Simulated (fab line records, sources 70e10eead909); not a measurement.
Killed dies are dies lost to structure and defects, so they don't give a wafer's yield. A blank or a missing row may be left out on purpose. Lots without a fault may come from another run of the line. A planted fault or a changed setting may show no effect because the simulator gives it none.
Chamber matching | flow nand_harc | NHARC_A_STAIRCASE_DESCUM_443 on rie_diel-10: 4 sister chambers
The step chemistry O2, time 3 s. 8 wafers are shown with their chamber, then 12 later ones without.

WAFERS WITH THEIR CHAMBER
wafer  | chamber | showerhead_plenum_p_Torr (Torr) | drypump_motor_current_A (A)
L087.1 | 1       | 1.92                            | 5.3
L085.5 | 0       | 1.82                            | 5.5
L085.6 | 1       | 1.92                            | 5.3
L084.4 | 0       | 1.82                            | 5.5
L084.6 | 3       | 1.81                            | 5.4
L088.2 | 2       | 1.78                            | 5.5
L088.5 | 2       | 1.78                            | 5.6
L088.6 | 3       | 1.80                            | 5.4

WAFERS WITHOUT THEIR CHAMBER
wafer  | showerhead_plenum_p_Torr (Torr) | drypump_motor_current_A (A)
L090.3 | 1.91                            | 5.3
L090.5 | 1.91                            | 5.3
L090.6 | 1.82                            | 5.5
L093.4 | 1.80                            | 5.4
L093.5 | 2.08                            | 5.6
L093.6 | 1.91                            | 5.3
L096.1 | 1.79                            | 5.4
L096.2 | 1.81                            | 5.5
L096.6 | 1.91                            | 5.3
L097.3 | 1.79                            | 5.4
L097.4 | 1.81                            | 5.5
L097.5 | 1.91                            | 5.3

WHICH CHAMBER EACH WENT THROUGH
wafer  | from the rows above     | in truth
L090.3 | 1                       | 1
L090.5 | 1                       | 1
L090.6 | 0                       | 0
L093.4 | 3                       | 3
L093.5 | 1                       | 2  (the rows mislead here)
L093.6 | 1                       | 1
L096.1 | can't be placed: 3 or 2 | 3
L096.2 | can't be placed: 0 or 3 | 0
L096.6 | 1                       | 1
L097.3 | can't be placed: 3 or 2 | 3
L097.4 | can't be placed: 0 or 3 | 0
L097.5 | 1                       | 1
Placed correctly: 7 of 12. Can't be placed from these rows: 4 (the true chamber is among the candidates in 4). Placed wrongly: 1.
How it was worked out, from the rows above alone: a wafer's distance from a chamber is the root of the sum, over the readings, of the square of ((its reading less the chamber's mean) divided by the reading's scatter). The wafer belongs to the nearest chamber; if the next one is less than 2 further off, it can't be placed. A chamber's mean is the mean of its shown wafers. The scatter: the root of (the sum of the squares of (reading less its chamber's mean) over the shown wafers, divided by (wafers less chambers)).
